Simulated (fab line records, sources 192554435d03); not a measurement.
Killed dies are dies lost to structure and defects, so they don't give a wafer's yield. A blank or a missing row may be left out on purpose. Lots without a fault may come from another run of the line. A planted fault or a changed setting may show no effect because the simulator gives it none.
Problem report in the 8D (eight disciplines) form, filled by code | flow n5_finfet | the parts of the form that need people (team, actions taken, sign-off) are left out

1. THE PROBLEM
cd_nm at N5_BEOL_M13_CD_MEAS_10 reads a mean of 132.6 nm on 6 wafers of 3 lots; wafers without a fault read 188.5 nm with a standard deviation of 1.5. That is -37 standard deviations from the usual mean.
The step: target cd 190 nm.
First seen on wafer L619.1, day 14 01:02, on cd_sem-02. The record holds 15 wafers of 5 lots with a number at this step. Rule for "out", or "out of limits": more than 4 standard deviations from the usual mean. The other wafers with a number count as sound.

2. WHAT IT IS AND WHAT IT IS NOT
question                    | is                                             | is not
which readings at this step | cd_nm                                          | -
which lots                  | L619, L623, L625                               | L615, L634
which wafers of those lots  | L619.1, L619.4, L619.5, L623.4, L623.5, L625.4 | L623.6, L625.2, L625.6
read on which gauges        | cd_sem-01, cd_sem-02                           | -
when                        | from day 14 01:02                              | up to then (3 sound wafers); but 6 sound wafers of L623, L625, L634 came after

3. SUSPECTS, AND WHAT RULES EACH OUT
Counting: a tool at a process step up to the reading stays a suspect if it ran every lot that is out. Sound lots after the first of them don't rule it out here, since some wafers of a struck lot are sound.
- the gauge at N5_BEOL_M13_CD_MEAS_10: ruled out. The wafers that are out were read on 2 gauges (cd_sem-01, cd_sem-02).
- krf_scanner-02 at N5_BEOL_M13_EXPOSE_07 (exposes mask V12): kept. It ran every lot that is out, first L619 (day 14 00:52); its last sound lot up to then is L615 (day 12 21:26).
Left after counting: krf_scanner-02 at N5_BEOL_M13_EXPOSE_07.

4. THE CAUSE (what the simulator had put in)
Process parameter drift: krf_scanner-02, from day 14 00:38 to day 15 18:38, at N5_BEOL_M13_EXPOSE_07. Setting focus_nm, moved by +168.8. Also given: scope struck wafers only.
Counting left only this tool.

5. THE CHAIN OF EFFECTS, in route order
Each row: a reading whose mean over the struck wafers that have a number lies more than 3 standard deviations from the usual. Only readings for which the record gives a usual standard deviation are gone through. hours: the time from each lot's start at the first step in this table that gives one to its start at this step, as a median over the lots. sigmas: the change in usual standard deviations.
hours | step                    | reading              | usual    | on struck wafers | change | sigmas
0     | N5_BEOL_M13_CD_MEAS_10  | cd_nm                | 188.5 nm | 132.6            | -55.9  | -37
34    | N5_PASSIVATION_PROBE_49 | defect_limited_yield | 91.3 %   | 0.0              | -91.3  | -65
34    | N5_PASSIVATION_PROBE_49 | killed_at_M4_up      | 13       | 1099             | +1086  | +99 or more
34    | N5_PASSIVATION_PROBE_49 | killed_dies          | 103      | 1180             | +1077  | +67
34    | N5_PASSIVATION_PROBE_49 | killed_on_rim        | 13       | 152              | +139   | +35
34    | N5_PASSIVATION_PROBE_49 | sort_bin_5_function  | 5.1 %    | 96.6             | +91.5  | +99 or more
34    | N5_PASSIVATION_PROBE_49 | sort_n_pass          | 1077     | 0                | -1077  | -63
34    | N5_PASSIVATION_PROBE_49 | sort_yield_pct       | 91.2 %   | 0.0              | -91.2  | -65
The process steps in it:
- N5_PASSIVATION_PROBE_49

6. WHAT WOULD HAVE CAUGHT IT SOONER
In this record the first reading out of limits at a measuring or inspecting step was taken at day 14 01:02, 0 hours after the fault began at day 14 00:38.
The tool's own readings at N5_BEOL_M13_EXPOSE_07 were out on some of the struck wafers (exposure_dose_mJ_cm2): an alarm limit on them would have fired on those.
Of the lots that are out (3), L623, L625 began N5_BEOL_M13_EXPOSE_07 on krf_scanner-02 after day 14 01:02. A hold on the tool at that time would have spared those 2.
